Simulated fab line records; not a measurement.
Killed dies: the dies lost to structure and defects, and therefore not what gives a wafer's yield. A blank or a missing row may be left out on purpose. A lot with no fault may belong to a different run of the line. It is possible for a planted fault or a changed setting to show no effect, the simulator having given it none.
Matching of chambers    flow n5 finfet    3 sister chambers for N5_BEOL_M0_CO_CAP_123 on cvd co-01
The step material Co, precursor CCTBA/H2, target thk 2 nm, time 102.1 s. 6 wafers are shown with their chamber, then 9 later ones without.

WAFERS PAIRED WITH THEIR CHAMBERS
wafer   chamber  heater power w (W)  heater power outer w (W)
L088.1  2        243                 125
L088.4  2        238                 126
L088.5  0        228                 117
L094.1  1        325                 165
L094.4  0        226                 119
L094.5  1        315                 163

WAFERS MISSING THEIR CHAMBER
wafer   heater power w (W)  heater power outer w (W)
L095.2  242                 121
L095.4  227                 115
L095.6  239                 120
L096.1  245                 124
L096.2  228                 121
L096.4  237                 121
L097.2  236                 118
L097.4  244                 123
L097.5  318                 163

WHICH CHAMBER EACH ONE RAN IN
wafer   from the rows above      in truth
L095.2  can't be placed: 2 or 0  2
L095.4  0                        0
L095.6  can't be placed: 0 or 2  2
L096.1  2                        2
L096.2  0                        0
L096.4  can't be placed: 0 or 2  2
L097.2  0                        0
L097.4  2                        2
L097.5  1                        1
6 of 9 placed correctly. Can't be placed from these rows: 3 (the true chamber is among the candidates in 3). Placed wrongly: 0.
How it was worked out, from the rows above alone: a wafer's distance from a chamber is the root of the sum, over the readings, of the square of ((its reading less the chamber's mean) divided by the reading's scatter). If the next closest chamber is less than 2 further off than the closest, the wafer can't be placed; otherwise it belongs to the closest. For every chamber, the mean is computed from those of its wafers that are shown. How the scatter is found: for the shown wafers, subtract from each reading the mean of its chamber, square and add these, divide the total by (wafers less chambers), then take the root.
